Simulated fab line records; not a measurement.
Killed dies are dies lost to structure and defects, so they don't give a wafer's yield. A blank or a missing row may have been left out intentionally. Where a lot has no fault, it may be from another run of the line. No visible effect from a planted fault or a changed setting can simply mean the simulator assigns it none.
Which tool was responsible? -- flow nand-harc -- Sampling: 12 lots, 36 wafers, 6 of 1159 route steps

WHAT EACH GAUGE READ, for each wafer
NHARC_P_GATE_INSPECT_68.
lot,measured,on,raw-defect-count
L591,day 5 17:17,defect-inspect-01,178 150 165
L593,day 6 05:20,defect-inspect-01,209 209 134
L596,day 6 11:44,defect-inspect-02,197 235 156
L595,day 6 11:58,defect-inspect-02,268 176 201
L594,day 6 15:50,defect-inspect-01,77 165 111
L597,day 7 08:09,defect-inspect-02,200 55 116
L599,day 7 23:17,defect-inspect-01,1067 208 238
L600,day 8 03:02,defect-inspect-02,112 115 183
L603,day 8 23:43,defect-inspect-02,248 232 217
L611,day 10 16:44,defect-inspect-01,162 125 318
L609,day 10 23:16,defect-inspect-02,145 143 97
L613,day 11 07:07,defect-inspect-01,184 220 176

NHARC_P_CONTACT_OVL_MEAS_13.
lot,measured,on,overlay-x-nm (nm),overlay-y-nm (nm)
L591,day 5 19:07,overlay-02,0.0 0.0 -0.1,-0.9 -0.5 -0.8
L593,day 6 07:02,overlay-01,0.2 0.6 0.0,1.5 1.3 1.3
L596,day 6 13:26,overlay-02,0.1 -0.2 0.4,-1.2 -1.2 -1.0
L595,day 6 13:41,overlay-02,0.4 0.0 0.3,-1.1 -1.0 -1.4
L594,day 6 17:25,overlay-01,-0.6 -0.4 -0.9,0.7 1.1 0.9
L597,day 7 10:07,overlay-01,-0.7 -0.9 -0.2,-0.5 -1.0 -0.8
L599,day 8 00:59,overlay-01,1.4 1.8 1.5,0.9 0.3 0.8
L600,day 8 04:38,overlay-02,-0.9 -1.0 -0.9,0.2 -0.1 0.6
L603,day 9 01:48,overlay-02,-0.8 -0.8 -1.0,-0.9 -1.2 -1.1
L611,day 10 18:35,overlay-01,-0.4 -1.0 -0.2,-0.5 -0.4 -0.7
L609,day 11 00:50,overlay-02,-1.1 -1.5 -1.4,0.8 0.8 1.2
L613,day 11 08:58,overlay-01,0.8 0.5 1.0,-0.2 -0.3 -0.2

NHARC_END_SORT_01.
lot,measured,on,killed-at-array,killed-at-other,killed-at-periphery,killed-dies,killed-open,killed-short
L599,day 21 10:28,prober-02,10 16 12,3 1 1,67 6 6,80 23 19,4 7 1,1 4 5

WHAT TOOL EACH LOT RAN ON (gives the tool, then ch and the chambers of the sampled wafers, and finally the start)
lot,NHARC_P_GATE_DESCUM_48,NHARC_P_GATE_STRIP_112,NHARC_P_CONTACT_CMP_01
L591,"rie-diel-07 ch 0,1, day 5 10:53","plasma-asher-01 ch 0,1, day 5 13:01","cmp-03 ch 0,3, day 5 18:11"
L593,"rie-diel-10 ch 0,2, day 5 23:05","plasma-asher-01 ch 0,1, day 6 01:13","cmp-04 ch 0,2, day 6 06:07"
L596,"rie-diel-03 ch 0,2,3, day 6 04:59","plasma-asher-02 ch 1, day 6 07:07","cmp-04 ch 0,1,2, day 6 12:32"
L595,"rie-diel-10 ch 1,2, day 6 05:27","plasma-asher-02 ch 0, day 6 07:34","cmp-02 ch 0,1,2, day 6 12:46"
L594,"rie-diel-03 ch 0,1,3, day 6 08:58","plasma-asher-01 ch 0,1, day 6 11:39","cmp-02 ch 0,1,3, day 6 16:38"
L597,"rie-diel-07 ch 1,2,3, day 7 01:36","plasma-asher-01 ch 0,1, day 7 03:46","cmp-03 ch 1,2,3, day 7 09:11"
L599,"rie-diel-03 ch 2,3, day 7 16:56","plasma-asher-02 ch 0,1, day 7 19:10","cmp-02 ch 1,2,3, day 8 00:04"
L600,"rie-diel-10 ch 1,2,3, day 7 20:49","plasma-asher-01 ch 0,1, day 7 23:02","cmp-04 ch 0,1,3, day 8 03:52"
L603,"rie-diel-07 ch 0,3, day 8 16:04","plasma-asher-01 ch 0,1, day 8 19:04","cmp-04 ch 1,2,3, day 9 01:01"
L611,"rie-diel-03 ch 1,2,3, day 10 10:14","plasma-asher-01 ch 0,1, day 10 12:25","cmp-02 ch 1,2,3, day 10 17:40"
L609,"rie-diel-03 ch 1,2, day 10 16:26","plasma-asher-01 ch 0,1, day 10 19:08","cmp-03 ch 1,2,3, day 11 00:03"
L613,"rie-diel-10 ch 0,1,3, day 11 00:52","plasma-asher-01 ch 1, day 11 02:54","cmp-03 ch 1,2,3, day 11 08:10"
- NHARC_P_GATE_DESCUM_48: chemistry O2, time 3 s.
- NHARC_P_GATE_STRIP_112: strips in N2/H2, time 200 s.
- NHARC_P_CONTACT_CMP_01: polishes SiO2, target thk 200 nm.

WHAT THE TOOLS THEMSELVES READ (means of the sampled wafers that have a number; where no wafer has one, the mark that the record gives instead)
NHARC_P_GATE_DESCUM_48.
lot,tool,drypump-motor-current-A (A),oes-product-au (a.u.),rf-vpp-V (V),showerhead-plenum-p-Torr (Torr),throttle-valve-pct (%)
L591,rie-diel-07,5.80,0.988,56.6,1.80,11.304
L593,rie-diel-10,5.56,1.004,58.4,2.02,11.319
L596,rie-diel-03,5.76,1.003,58.2,1.97,11.306
L595,rie-diel-10,5.89,1.002,57.9,1.97,11.317
L594,rie-diel-03,5.77,0.997,57.7,2.01,11.316
L597,rie-diel-07,5.76,0.998,57.5,1.87,11.309
L599,rie-diel-03,5.85,1.004,57.9,1.97,11.312
L600,rie-diel-10,5.86,1.000,56.9,1.99,11.305
L603,rie-diel-07,5.90,1.000,57.4,1.91,11.307
L611,rie-diel-03,5.85,0.990,58.9,2.00,11.321
L609,rie-diel-03,5.77,0.996,58.6,1.99,11.311
L613,rie-diel-10,5.60,0.999,57.8,1.99,11.315

NHARC_P_GATE_STRIP_112.
lot,tool,drypump-motor-current-A (A),heater-power-w (W)
L591,plasma-asher-01,6.0,79
L593,plasma-asher-01,5.8,84
L596,plasma-asher-02,6.4,80
L595,plasma-asher-02,5.9,82
L594,plasma-asher-01,6.1,78
L597,plasma-asher-01,6.0,79
L599,plasma-asher-02,6.1,80
L600,plasma-asher-01,6.1,78
L603,plasma-asher-01,6.1,78
L611,plasma-asher-01,6.1,79
L609,plasma-asher-01,5.8,82
L613,plasma-asher-01,5.6,89

NHARC_P_CONTACT_CMP_01.
lot,tool,motor-current-A (A),slurry-filter-dp-kPa (kPa)
L591,cmp-03,14.1,13.44
L593,cmp-04,10.9,13.45
L596,cmp-04,11.4,13.42
L595,cmp-02,11.7,13.37
L594,cmp-02,11.5,13.56
L597,cmp-03,11.7,13.55
L599,cmp-02,11.8,13.46
L600,cmp-04,10.7,13.61
L603,cmp-04,11.9,13.44
L611,cmp-02,12.0,13.37
L609,cmp-03,11.7,13.61
L613,cmp-03,11.8,13.49

THE ANSWER, worked out from the rows above alone
Rule: usual is defined by the lots themselves. Put in order of their means at a reading, lots are off if they are a third of the lots or fewer, leave a main group of 4 or more, and stand apart from it by a gap of 3 or more times the standard deviation of the main group's means; of several such gaps the widest counts. A main group whose means are all the same, to the digits that the tables above print for the reading, isn't used. A lot without any number at a reading at which 4 lots or more have one is off too. Where the step has rows for the other lots, those lots are counted as sound. After the gauges, taken in route order, come the tools' own readings; for these a lot's mean is taken, as printed above. At the first step where some lot is off, the reading lying furthest off is the one used; lots without a number count as furthest.
Off at NHARC_P_GATE_INSPECT_68 (raw-defect-count): L599. For the main group the mean is 172 and the standard deviation 38.
If a tool, at a process step before that reading, ran all the lots that are off and no sound lot after the first of them, it fits. Gauges at NHARC_P_GATE_INSPECT_68: tried the same way as those tools. One candidate fits, namely plasma-asher-02 at NHARC_P_GATE_STRIP_112. A fault onset in the window from L595 (day 6 07:34, its last sound lot) to L599 (day 7 19:10, its first lot off) fits.

WHAT THE SIMULATOR PUT IN
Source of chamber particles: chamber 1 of plasma-asher-02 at NHARC_P_GATE_STRIP_112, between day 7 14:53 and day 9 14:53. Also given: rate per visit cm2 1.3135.
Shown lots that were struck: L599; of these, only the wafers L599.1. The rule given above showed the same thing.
